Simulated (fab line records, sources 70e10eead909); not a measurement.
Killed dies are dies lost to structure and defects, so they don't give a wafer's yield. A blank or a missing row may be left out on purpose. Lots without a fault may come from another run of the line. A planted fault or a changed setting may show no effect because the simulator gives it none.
One fault seen from 2 desks | flow nand_harc | each desk has only its own numbers; what lay behind them comes last

THE METROLOGY DESK
What the gauges read, lot by lot, whatever tool the lot ran on: means of the sampled wafers that have a number. A lot is out of limits, marked OUT, if its mean lies more than 4 standard deviations from the usual mean; the brackets give that distance.
Columns: A = thk_nm at NHARC_A_SGD_CUT_THK_MEAS_22, usual 148.3 nm
lot  | first seen here | A
L855 | day 20 05:49    | 148.2
L857 | day 20 05:51    | 147.8
L858 | day 20 17:11    | 149.8
L859 | day 21 10:05    | 148.2
L860 | day 21 17:58    | 149.0
L862 | day 23 06:46    | 148.9
L863 | day 23 15:11    | 149.4
L864 | day 23 15:12    | 147.7
L865 | day 23 15:12    | 147.6
L868 | day 24 12:29    | 149.2
L866 | day 24 12:30    | 149.8
L871 | day 26 10:29    | 147.4
L874 | day 28 02:03    | 148.1
This desk's finding: nothing out of limits on any of the 13 lots.

THE TOOL OWNER'S DESK: litho_track-06
The tool's own readings at NHARC_A_SLIT_SOFTBAKE_04 (time 55 s): means of the sampled wafers that have a number, for each lot that ran on this tool. A lot is out of limits, marked OUT, if its mean lies more than 4 standard deviations from the usual mean; the brackets give that distance.
Columns: A = heater_power_total_W at NHARC_A_SLIT_SOFTBAKE_04, usual 188.43 W
lot  | first seen here | A
L855 | day 20 10:00    | 188.51
L859 | day 21 17:00    | 188.35
L860 | day 21 23:00    | 188.34
L862 | day 23 13:00    | 188.46
L864 | day 23 20:00    | 188.40
L871 | day 26 21:00    | 181.68 (-52) OUT
L874 | day 28 07:00    | 181.61 (-52) OUT
This desk's finding: out of limits on L871, L874; first on L871, day 26 21:00 (heater_power_total_W at NHARC_A_SLIT_SOFTBAKE_04). In limits: L855, L859, L860, L862, L864.

PUT TOGETHER
The tool owner's desk could have raised an alarm at day 26 21:00, on L871, L874.
The metrology desk saw nothing out of limits.
The metrology desk has L871, L874 on record, within its limits.
Of the lots named, all ran NHARC_A_SLIT_SOFTBAKE_04 on litho_track-06.

WHAT THE SIMULATOR HAD PUT IN
Process parameter drift: litho_track-06, from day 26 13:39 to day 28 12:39, at NHARC_A_SLIT_SOFTBAKE_04. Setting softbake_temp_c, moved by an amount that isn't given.
Lots struck among those shown: L871, L874.
Hours from the fault's start to each desk's first reading out of limits: the tool owner's desk, 7.
